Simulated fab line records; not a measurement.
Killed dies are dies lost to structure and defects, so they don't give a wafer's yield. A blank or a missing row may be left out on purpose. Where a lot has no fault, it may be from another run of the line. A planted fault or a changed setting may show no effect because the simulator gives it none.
Chamber matching :: flow n5-finfet :: N5_PMOS_HMC_CHANNEL_EPI_DESCUM_14 on rie-diel-04: 4 sister chambers
The step chemistry O2, time 7.9 s. 4 wafers are shown with their chamber, then 12 later ones without.

WAFERS, EACH WITH ITS CHAMBER
wafer: L087.4
chamber: 2
throttle-valve-pct (%): 20.70

wafer: L087.5
chamber: 1
throttle-valve-pct (%): 20.28

wafer: L088.3
chamber: 0
throttle-valve-pct (%): 19.98

wafer: L088.6
chamber: 3
throttle-valve-pct (%): 20.70

WAFERS WHOSE CHAMBER IS MISSING
wafer: L089.1
throttle-valve-pct (%): 20.29

wafer: L089.3
throttle-valve-pct (%): 20.66

wafer: L089.5
throttle-valve-pct (%): 20.30

wafer: L093.2
throttle-valve-pct (%): 20.31

wafer: L093.4
throttle-valve-pct (%): 20.00

wafer: L093.5
throttle-valve-pct (%): 20.72

wafer: L094.2
throttle-valve-pct (%): 20.32

wafer: L094.4
throttle-valve-pct (%): 20.72

wafer: L094.6
throttle-valve-pct (%): 20.73

wafer: L096.2
throttle-valve-pct (%): 20.00

wafer: L096.4
throttle-valve-pct (%): 20.71

wafer: L096.6
throttle-valve-pct (%): 20.02

CHAMBER TAKEN BY EACH
wafer: L089.1
from the rows above: 1
in truth: 1

wafer: L089.3
from the rows above: can't be placed: 2 or 3
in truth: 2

wafer: L089.5
from the rows above: 1
in truth: 1

wafer: L093.2
from the rows above: 1
in truth: 1

wafer: L093.4
from the rows above: 0
in truth: 0

wafer: L093.5
from the rows above: can't be placed: 2 or 3
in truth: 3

wafer: L094.2
from the rows above: 1
in truth: 1

wafer: L094.4
from the rows above: can't be placed: 2 or 3
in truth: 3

wafer: L094.6
from the rows above: can't be placed: 2 or 3
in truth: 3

wafer: L096.2
from the rows above: 0
in truth: 0

wafer: L096.4
from the rows above: can't be placed: 2 or 3
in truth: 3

wafer: L096.6
from the rows above: 0
in truth: 0
7 of 12 placed correctly. Cannot be placed on the basis of these rows: 5; the candidates contain the true chamber in 5. Placed wrongly: 0.
How it was worked out, from the rows above alone: a wafer's distance from a chamber is the root of the sum, over the readings, of the square of ((its reading less the chamber's mean) divided by the reading's scatter). If the next closest chamber is less than 2 further off than the closest, the wafer can't be placed; otherwise it belongs to the closest. For every chamber, the mean is computed from those of its wafers that are shown. The scatter: with one shown wafer a chamber, the root of the mean of the squares of how far each hidden wafer lies from its nearest shown one.
